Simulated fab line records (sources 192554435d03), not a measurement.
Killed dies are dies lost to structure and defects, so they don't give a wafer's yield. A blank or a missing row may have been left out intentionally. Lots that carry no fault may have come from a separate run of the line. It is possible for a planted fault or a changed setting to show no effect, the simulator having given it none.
Chamber matching | flow n5 finfet | rie si-03 running N5_BEOL_M0_SAQP_MANDREL2_REMOVE_110: 4 sister chambers
The step chemistry HBr/Cl2/O2, target a-Si, stops on SiCN, bt time 10 s. 18 wafers are shown with their chamber, then 9 later ones without.

## EACH WAFER AND ITS CHAMBER
wafer  | chamber | drypump motor current A (A) | oes product au (a.u.) | throttle valve pct (%)
L079.3 | 0       | 6.0                         | 1.028                 | 36.6
L079.4 | 1       | 5.2                         | 0.990                 | 36.4
L079.6 | 0       | 6.0                         | 1.026                 | 36.6
L080.1 | 3       | 5.5                         | 0.984                 | 36.8
L080.2 | 1       | 5.2                         | 0.994                 | 36.3
L080.3 | 0       | 5.9                         | 1.024                 | 36.6
L080.4 | 2       | 4.7                         | 0.984                 | 36.1
L080.5 | 2       | 4.7                         | 0.983                 | 36.1
L080.6 | 1       | 5.2                         | 0.991                 | 36.4
L082.2 | 2       | 4.8                         | 0.969                 | 36.1
L082.5 | 0       | 6.0                         | 1.029                 | 36.6
L082.6 | 1       | 5.2                         | 0.984                 | 36.4
L086.4 | 3       | 5.5                         | 0.986                 | 36.5
L086.5 | 2       | 4.8                         | 0.975                 | 36.1
L086.6 | 3       | 5.5                         | 0.987                 | 36.6
L088.2 | 0       | 6.0                         | 1.019                 | 36.6
L088.3 | 2       | 4.8                         | 0.973                 | 36.1
L088.6 | 2       | 4.8                         | 0.981                 | 36.1

SIGNATURES (averages over the wafers above)
reading                 | chamber 0 | chamber 1 | chamber 2 | chamber 3 | scatter within a chamber
drypump motor current A | 5.980     | 5.200     | 4.767     | 5.500     | 0.039
oes product au          | 1.02520   | 0.98975   | 0.97750   | 0.98567   | 0.00466
throttle valve pct      | 36.600    | 36.375    | 36.100    | 36.633    | 0.0622
Rule: a wafer's distance from a chamber is the root of the sum, over the readings, of the square of ((its reading less the chamber's mean) divided by the reading's scatter). The wafer belongs to the nearest chamber; if the next one is less than 2 further off, it can't be placed. The scatter: the root of (the sum of the squares of (reading less its chamber's mean) over the shown wafers, divided by (wafers less chambers)).

## WAFERS WITH NO CHAMBER GIVEN
wafer  | drypump motor current A (A) | oes product au (a.u.) | throttle valve pct (%)
L091.1 | 4.7                         | 0.979                 | 36.1
L091.3 | 5.2                         | 0.978                 | 36.4
L091.4 | 5.5                         | 0.984                 | 36.5
L094.2 | 5.2                         | 0.986                 | 36.3
L094.5 | 5.2                         | 0.976                 | 36.3
L094.6 | 5.9                         | 1.035                 | 36.6
L096.4 | 4.8                         | 0.981                 | 36.1
L096.5 | 5.5                         | 1.001                 | 36.5
L096.6 | 6.0                         | 1.019                 | 36.6

## EACH ONE'S CHAMBER
wafer  | from the rows above | in truth
L091.1 | 2                   | 2
L091.3 | 1                   | 1
L091.4 | 3                   | 3
L094.2 | 1                   | 1
L094.5 | 1                   | 1
L094.6 | 0                   | 0
L096.4 | 2                   | 2
L096.5 | 3                   | 3
L096.6 | 0                   | 0
Correct placement for 9 of the 9. Can't be placed from these rows: 0. Number placed wrongly: 0.
